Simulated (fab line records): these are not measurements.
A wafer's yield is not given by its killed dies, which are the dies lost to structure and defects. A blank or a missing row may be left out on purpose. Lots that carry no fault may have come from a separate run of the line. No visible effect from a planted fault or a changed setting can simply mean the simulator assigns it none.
A lot that was struck, set against a sound lot -- flow n5Finfet -- 37 steps out of a route of 1938
Sound: these wafers, L576.1, L576.3, L576.4. Wafers struck: L591.2, L591.5, L591.6. The cause is named last.
For every step that has rows: the tool of each side, followed by ch and its chambers, followed by its first start. Under that, the readings that differ: sound wafers -- struck wafers -- difference of the means -- sigmas: that difference in standard deviations of wafers without a fault.
alike: readings whose means differ by less than 2 such deviations, and words and numbers that are the same on both sides. not compared: withheld readings, readings that some wafer has no value for, bounds like >300 that may hide the same value, and numbers for which the record gives no deviation and whose values overlap.
The two part at a step that has a row with sigmas, a row that says differs or no value, or rows on one side only. Non-overlapping numbers with no deviation appear without sigmas and do not part them. A reading missing from all wafers of one side parts the sides only when that side holds two or more wafers.

first, 9 steps without rows for these wafers: N5_HKMG_FIN_SOFTBAKE_44 (time 60 s); N5_HKMG_FIN_EXPOSE_46 (exposes mask NDIPOLE); N5_HKMG_FIN_PEB_47 (peb time 60 s); N5_HKMG_FIN_DEVELOP_48 (develop time 30 s); N5_HKMG_FIN_DESCUM_53 (chemistry O2, time 7.9 s); N5_HKMG_FIN_ETCH_54 (etches SiARC in CF4, target depth 45.5 nm, time 75.8 s); N5_HKMG_FIN_ETCH_55 (etches SOC in N2/H2, target depth 240 nm, time 300 s); N5_HKMG_FIN_STRIP_56 (strips in N2/H2); N5_HKMG_FIN_STRIP_57 (strips in CF4).
N5_HKMG_FIN_ETCH_58: etches SOC in N2/H2, target depth 215.8 nm, time 741 s.
  sound on rieDiel-02 ch 0,2,3, day 4 10:25; struck on rieDiel-02 ch 2,3, day 8 04:28
  no value came back on the struck wafers for any of 8 readings (biasW (W), chamberPressureMTorr (mTorr) and others); on the sound wafers biasW (W) reads 12.99 12.96 12.98
reading,sound,struck,difference,sigmas
model.SOC_of_HKMG_FIN_COAT_41.thkNm (nm),83.2 75.2 81.8,301.6 301.6 301,+221.3,
model.HKMG_FIN.featureDepthNm (nm),218.4 225.8 219.2,234 235.6 246,+17,
N5_HKMG_FIN_STRIP_93: strips SOC in N2/H2, time 20 s.
  sound on rieDiel-02 ch 0,2,3, day 4 10:50; struck on rieDiel-02 ch 2,3, day 8 04:53
reading,sound,struck,difference,sigmas
model.SOC_of_HKMG_FIN_COAT_41.thkNm (nm),73 64.6 71.4,291.4 291.4 290.4,+221.4,
  alike: drypumpMotorCurrentA, oesProductAu, rfVppV, showerheadPlenumPTorr, throttleValvePct
  not compared: rfHoursCounterH
then, 24 steps without rows for these wafers: N5_HKMG_FIN_WET_ETCH_76 (etches Al2O3 in dNH4OH, stops on La2O3, target depth 2.25 nm, rinse time 30 s); N5_HKMG_FIN_STRIP_60 (strips in N2/H2, time 360 s); N5_HKMG_FIN_WET_ETCH_77 (etches La2O3 in dHCl, stops on HfO2, target depth 2 nm); N5_HKMG_FIN_WET_ETCH_78 (etches Al2O3 in dNH4OH, stops on La2O3, target depth 4.5 nm, rinse time 30 s); N5_HKMG_FIN_ALD_79 (deposits TiN, target thk 1.5 nm, pulse time 1 s, purge time 3 s); N5_HKMG_FIN_CVD_62 (deposits a-Si from Si2H6, target thk 3 nm, time 20.8 s); N5_HKMG_FIN_RTA_80 (time 2 s); N5_HKMG_FIN_PRECLEAN_64 (cleans in dHF, time 30 s); N5_HKMG_FIN_WET_ETCH_65 (etches a-Si in TMAH, stops on TiN, time 49 s, target depth 3 nm); N5_HKMG_FIN_WET_ETCH_81 (etches TiN in SC1, stops on HfO2, time 57 s, target depth 6 nm); N5_HKMG_FIN_WET_ETCH_82 (etches La2O3 in dHCl, stops on HfO2, target depth 2 nm, rinse time 30 s); N5_HKMG_FIN_ALD_36 (deposits TiN, target thk 1 nm, pulse time 1 s, purge time 3 s); N5_HKMG_FIN_PWFM_ALD_03 (deposits TiN, target thk 2 nm, pulse time 1 s, purge time 3 s); N5_HKMG_FIN_COAT_29 (time 60 s, resist thk 300 nm); N5_HKMG_FIN_COAT_30 (time 60 s, resist thk 35 nm); N5_HKMG_FIN_COAT_06 (resist thk 90 nm); N5_HKMG_FIN_EBR_08; N5_HKMG_FIN_SOFTBAKE_07 (time 60 s); N5_HKMG_FIN_EXPOSE_09 (exposes mask NWFM); N5_HKMG_FIN_PEB_10 (peb time 60 s); N5_HKMG_FIN_DEVELOP_11 (develop time 30 s); N5_HKMG_FIN_DESCUM_17 (chemistry O2, time 7.9 s); N5_HKMG_FIN_ETCH_31 (etches SiARC in CF4, target depth 45.5 nm, time 75.8 s); N5_HKMG_FIN_ETCH_32 (etches SOC in N2/H2, target depth 240 nm, time 300 s).
-- here the record skips 3 days between the struck wafers' starts before and after, leaving off in module HKMG_FIN and picking up in module BEOL_M4 (first step shown: number 1111 of the route) --
N5_BEOL_M4_RC_MEAS_101:
  sound on prober-02 ch 0, day 7 19:06; struck on prober-02 ch 0, day 11 13:58
reading,sound,struck,difference,sigmas
IOFF_N (nA/um),0.15 0.18 0.19,33.88 30.68 25.77,+29.94,+99 or more
IOFF_N_85C (nA/um),2.9 3.4 3.6,270.2 250.5 211.0,+240.6,+99 or more
IOFF_N_LIN (nA/um),0.072 0.080 0.086,14.785 13.911 11.646,+13.368,+99 or more
IOFF_N_LONG (nA/um),5.76e-05 5.83e-05 5.56e-05,0.0093905 0.0095085 0.00964,+0.0094558,+99 or more
ION_N (uA/um),683 682 669,962 962 938,+276,+25
VT_N (mV),250 249 247,100 100 104,-147,-46
VT_N_LONG (mV),273.7 275.9 275.5,126.0 125.7 125.6,-149.3,-71
VT_P_LVT (mV),-96 -97 -95,-251 -247 -252,-154,-51
  alike: DIBL_N, DIBL_P, IOFF_P, ION_P, SS_N, SS_P, VT_P
-- here the record skips 4 days between the struck wafers' starts before and after, leaving off in module BEOL_M4 and picking up in module PASSIVATION (first step shown: number 1936 of the route) --
N5_PASSIVATION_PROBE_49:
  record: rows for the struck wafers here (prober-02, day 15 15:02), none for the sound ones

WHERE THEY PART
First at N5_HKMG_FIN_ETCH_58; last, within this record, at N5_PASSIVATION_PROBE_49.

WHY: what had been put in by the simulator
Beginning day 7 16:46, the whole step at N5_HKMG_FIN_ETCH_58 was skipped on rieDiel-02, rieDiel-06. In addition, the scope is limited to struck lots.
